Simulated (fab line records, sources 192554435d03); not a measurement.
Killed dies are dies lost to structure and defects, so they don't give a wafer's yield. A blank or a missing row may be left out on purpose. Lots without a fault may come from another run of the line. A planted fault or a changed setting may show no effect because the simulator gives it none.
Which tool did it? | flow n5_finfet | 9 lots, 26 wafers sampled, at 6 steps of a route of 1938

WHAT THE GAUGES READ, wafer by wafer
N5_BEOL_M1_CD_MEAS_18: pitch 36 nm, target cd 18 nm.
lot  | measured     | on        | cd_nm (nm)
L384 | day 6 20:51  | cd_sem-03 | 18.24 18.41 18.21
L388 | day 7 11:38  | cd_sem-02 | 18.19 18.25 17.85
L391 | day 8 02:00  | cd_sem-02 | 18.00 18.03 18.01
L392 | day 8 08:16  | cd_sem-01 | 17.62 17.62 17.91
L393 | day 8 14:54  | cd_sem-01 | 17.64 18.16 17.43
L394 | day 8 23:53  | cd_sem-02 | 18.08 18.57 18.09
L404 | day 11 03:37 | cd_sem-01 | 19.56 19.08
L405 | day 11 12:38 | cd_sem-03 | 17.81 17.95 18.05
L406 | day 12 05:09 | cd_sem-02 | 17.62 18.02 17.93

N5_BEOL_M1_CD_MEAS_28: target cd y 23.3 nm.
lot  | measured     | on        | cd_nm (nm)
L384 | day 6 21:18  | cd_sem-01 | 24.01 23.91 23.89
L388 | day 7 11:57  | cd_sem-02 | 23.96 23.93 24.14
L391 | day 8 02:19  | cd_sem-03 | 23.65 23.92 24.01
L392 | day 8 08:35  | cd_sem-03 | 24.48 24.41 24.06
L393 | day 8 15:13  | cd_sem-03 | 24.05 24.32 24.21
L394 | day 9 00:13  | cd_sem-03 | 24.28 24.46 24.31
L404 | day 11 04:04 | cd_sem-03 | 23.69 23.83
L405 | day 11 12:58 | cd_sem-03 | 23.92 23.87 23.84
L406 | day 12 05:36 | cd_sem-01 | 23.65 24.04 23.47

N5_BEOL_M4_RC_MEAS_101.
lot  | measured     | on        | DIBL_N (mV/V)  | DIBL_P (mV/V)  | IOFF_N (nA/um)    | IOFF_P (nA/um)    | ION_N (uA/um) | ION_P (uA/um) | SS_N (mV/dec)  | SS_P (mV/dec)  | VT_N (mV)         | VT_P (mV)
L384 | day 8 08:17  | prober-01 | 36.1 35.8 37.7 | 35.6 36.2 38.1 | 0.155 0.145 0.185 | 0.203 0.211 0.249 | 683 671 689   | 462 461 471   | 71.5 70.9 71.6 | 72.9 72.7 73.9 | 248.2 248.5 246.0 | -249.9 -250.4 -247.5
L388 | day 9 04:35  | prober-02 | 37.6 36.4 37.9 | 36.7 36.1 37.3 | 0.184 0.168 0.192 | 0.262 0.241 0.272 | 682 686 678   | 471 468 465   | 71.5 71.5 71.8 | 73.2 73.4 73.4 | 245.7 247.2 248.0 | -246.9 -244.0 -243.8
L391 | day 9 14:19  | prober-02 | 36.9 37.7 36.9 | 34.3 35.4 34.6 | 0.153 0.170 0.166 | 0.203 0.221 0.202 | 670 667 674   | 467 462 459   | 71.5 71.7 71.5 | 73.2 72.8 72.8 | 249.4 247.7 250.3 | -248.5 -248.0 -252.3
L392 | day 9 20:49  | prober-01 | 33.8 35.2 34.6 | 34.7 36.6 35.9 | 0.146 0.172 0.155 | 0.179 0.209 0.190 | 678 687 675   | 463 463 458   | 72.2 71.7 71.3 | 72.4 73.4 72.8 | 247.6 244.4 248.9 | -253.7 -249.4 -251.1
L393 | day 10 10:28 | prober-01 | 36.6 36.6 36.2 | 36.6 37.1 36.4 | 0.164 0.165 0.150 | 0.206 0.209 0.196 | 684 687 673   | 463 465 457   | 71.7 71.4 70.7 | 72.9 73.7 73.0 | 246.6 249.3 248.3 | -249.0 -247.0 -250.7
L394 | day 10 12:09 | prober-02 | 36.7 36.9 37.4 | 38.7 38.6 39.4 | 0.170 0.179 0.188 | 0.229 0.226 0.234 | 685 669 687   | 459 464 466   | 72.1 71.8 71.5 | 74.3 73.7 73.6 | 249.1 248.4 246.8 | -248.1 -250.7 -248.6
L404 | day 12 20:45 | prober-02 | 34.3 35.8      | 35.7 36.9      | 0.117 0.135       | 0.192 0.214       | 663 666       | 461 463       | 71.9 71.0      | 72.9 73.7      | 254.1 254.6       | -252.3 -249.9
L405 | day 13 06:17 | prober-01 | 35.6 36.1 36.0 | 36.5 37.8 37.2 | 0.161 0.182 0.166 | 0.215 0.238 0.222 | 666 681 677   | 461 461 462   | 71.9 71.8 72.7 | 73.0 73.9 73.7 | 249.0 246.7 248.1 | -250.2 -247.1 -251.9
L406 | day 13 22:22 | prober-01 | 37.1 36.0 35.0 | 36.4 35.6 34.3 | 0.166 0.143 0.132 | 0.217 0.202 0.178 | 679 674 662   | 465 463 457   | 71.8 71.9 71.6 | 73.3 73.1 73.4 | 250.1 250.6 251.1 | -246.2 -248.4 -248.6

WHICH TOOL RAN EACH LOT (tool, then ch and the chambers of the sampled wafers, then the start)
lot  | N5_BEOL_M0_ANNEAL_119            | N5_BEOL_M0_CMP_120            | N5_BEOL_M1_ETCH_64
L384 | rtp_anneal-02 ch 0, day 6 17:43  | cmp-03 ch 0,3, day 6 18:01    | rie_diel-03 ch 0,3, day 6 20:23
L388 | rtp_anneal-01 ch 0, day 7 08:34  | cmp-03 ch 0,1,3, day 7 09:04  | rie_diel-02 ch 0,1,2, day 7 11:17
L391 | rtp_anneal-01 ch 0, day 7 23:44  | cmp-03 ch 0,3, day 8 00:02    | rie_diel-02 ch 0,2,3, day 8 01:39
L392 | rtp_anneal-01 ch 0, day 8 04:28  | cmp-03 ch 0,1,2, day 8 04:45  | rie_diel-03 ch 0,1,3, day 8 07:55
L393 | rtp_anneal-02 ch 0, day 8 10:43  | cmp-01 ch 0,1,3, day 8 11:01  | rie_diel-03 ch 0,2, day 8 14:23
L394 | rtp_anneal-01 ch 0, day 8 19:52  | cmp-03 ch 1,3, day 8 20:10    | rie_diel-02 ch 1,2,3, day 8 23:32
L404 | rtp_anneal-01 ch 0, day 11 00:31 | cmp-04 ch 0,3, day 11 00:49   | rie_diel-02 ch 0,1, day 11 03:16
L405 | rtp_anneal-01 ch 0, day 11 09:48 | cmp-03 ch 0,3, day 11 10:06   | rie_diel-06 ch 0,2, day 11 12:16
L406 | rtp_anneal-02 ch 0, day 12 01:39 | cmp-03 ch 0,2,3, day 12 01:54 | rie_diel-03 ch 1,2, day 12 04:48
- N5_BEOL_M0_ANNEAL_119: time 90 s.
- N5_BEOL_M0_CMP_120: polishes, stops on SiOC, t overpolish 6.9 s.
- N5_BEOL_M1_ETCH_64: etches SOC in N2/H2, target depth 75 nm, overetch 15 nm, time 112.5 s.

WHAT THE TOOLS THEMSELVES READ (means of the sampled wafers that have a number; where no wafer has one, the mark that the record gives instead)
N5_BEOL_M0_ANNEAL_119.
lot  | tool          | wafer_temp_C_max
L384 | rtp_anneal-02 | 225.63
L388 | rtp_anneal-01 | 225.57
L391 | rtp_anneal-01 | 225.57
L392 | rtp_anneal-01 | 225.50
L393 | rtp_anneal-02 | 225.85
L394 | rtp_anneal-01 | 225.51
L404 | rtp_anneal-01 | 225.36
L405 | rtp_anneal-01 | 225.77
L406 | rtp_anneal-02 | 225.82

N5_BEOL_M0_CMP_120.
lot  | tool   | barrier_field_endpoint_s (s) | clearing_platen_rpm (rpm) | motor_current_A (A) | overpolish_run_s (s) | slurry_flow_ml_min | time_to_endpoint_s (s)
L384 | cmp-03 | 3.60                         | 49.988                    | 6.3                 | 6.895                | 150.1              | 61.6
L388 | cmp-03 | 3.73                         | 50.002                    | 6.4                 | 6.896                | 149.8              | 61.5
L391 | cmp-03 | 3.61                         | 50.002                    | 6.1                 | 6.889                | 149.9              | 61.1
L392 | cmp-03 | 3.65                         | 49.996                    | 6.1                 | 6.907                | 150.2              | 63.6
L393 | cmp-01 | 3.63                         | 50.001                    | 6.7                 | 6.899                | 150.5              | 64.2
L394 | cmp-03 | 3.62                         | 50.002                    | 6.4                 | 6.904                | 149.6              | 57.7
L404 | cmp-04 | 3.51                         | 50.008                    | 5.8                 | 6.906                | 149.9              | 62.3
L405 | cmp-03 | 3.66                         | 49.998                    | 6.2                 | 6.904                | 149.9              | 65.9
L406 | cmp-03 | 3.70                         | 50.007                    | 6.2                 | 6.904                | 150.1              | 62.7

N5_BEOL_M1_ETCH_64.
lot  | tool        | drypump_motor_current_A (A) | oes_product_au (a.u.) | rf_vpp_V (V) | showerhead_plenum_p_Torr (Torr) | throttle_valve_pct (%)
L384 | rie_diel-03 | 5.8                         | 0.61                  | 523.1        | 2.51                            | 17.99
L388 | rie_diel-02 | 6.1                         | 0.62                  | 525.0        | 2.59                            | 17.71
L391 | rie_diel-02 | 5.9                         | 0.67                  | 524.8        | 2.61                            | 17.73
L392 | rie_diel-03 | 6.0                         | 0.61                  | 523.7        | 2.55                            | 18.01
L393 | rie_diel-03 | 5.8                         | 0.63                  | 521.8        | 2.46                            | 17.95
L394 | rie_diel-02 | 6.0                         | 0.63                  | 525.3        | 2.59                            | 17.75
L404 | rie_diel-02 | 6.2                         | 0.61                  | 527.9        | 2.67                            | 17.52
L405 | rie_diel-06 | 5.7                         | 0.74                  | 523.7        | 2.52                            | 17.65
L406 | rie_diel-03 | 5.5                         | 0.58                  | 522.6        | 2.51                            | 18.16

THE ANSWER, worked out from the rows above alone
Rule: what is usual is taken from the lots themselves. Put in order of their means at a reading, lots are off if they are a third of the lots or fewer, leave a main group of 4 or more, and stand apart from it by a gap of 3 or more times the standard deviation of the main group's means; of several such gaps the widest counts. A main group whose means are all the same, to the digits that the tables above print for the reading, isn't used. A lot without any number at a reading at which 4 lots or more have one is off too. The other lots that the step has rows for count as sound. The gauges are gone through in route order, then the tools' own readings, and for those a lot's mean is taken as printed above. The first step at which some lot is off is used, and at that step the reading that is off furthest; a lot without a number counts as furthest.
Off: L404, at N5_BEOL_M1_CD_MEAS_18 (cd_nm). The main group: mean 17.99 nm, standard deviation 0.2.
A tool fits if, at a process step before that reading, it ran every lot that is off, and no sound lot after the first of them. The gauges at N5_BEOL_M1_CD_MEAS_18 aren't tried: what is off there is off at N5_BEOL_M4_RC_MEAS_101 too, on other tools, and a gauge's error can't cause that. Can't be told from this: 2 tools fit, cmp-04 at N5_BEOL_M0_CMP_120, rie_diel-02 at N5_BEOL_M1_ETCH_64.

WHAT THE SIMULATOR HAD PUT IN
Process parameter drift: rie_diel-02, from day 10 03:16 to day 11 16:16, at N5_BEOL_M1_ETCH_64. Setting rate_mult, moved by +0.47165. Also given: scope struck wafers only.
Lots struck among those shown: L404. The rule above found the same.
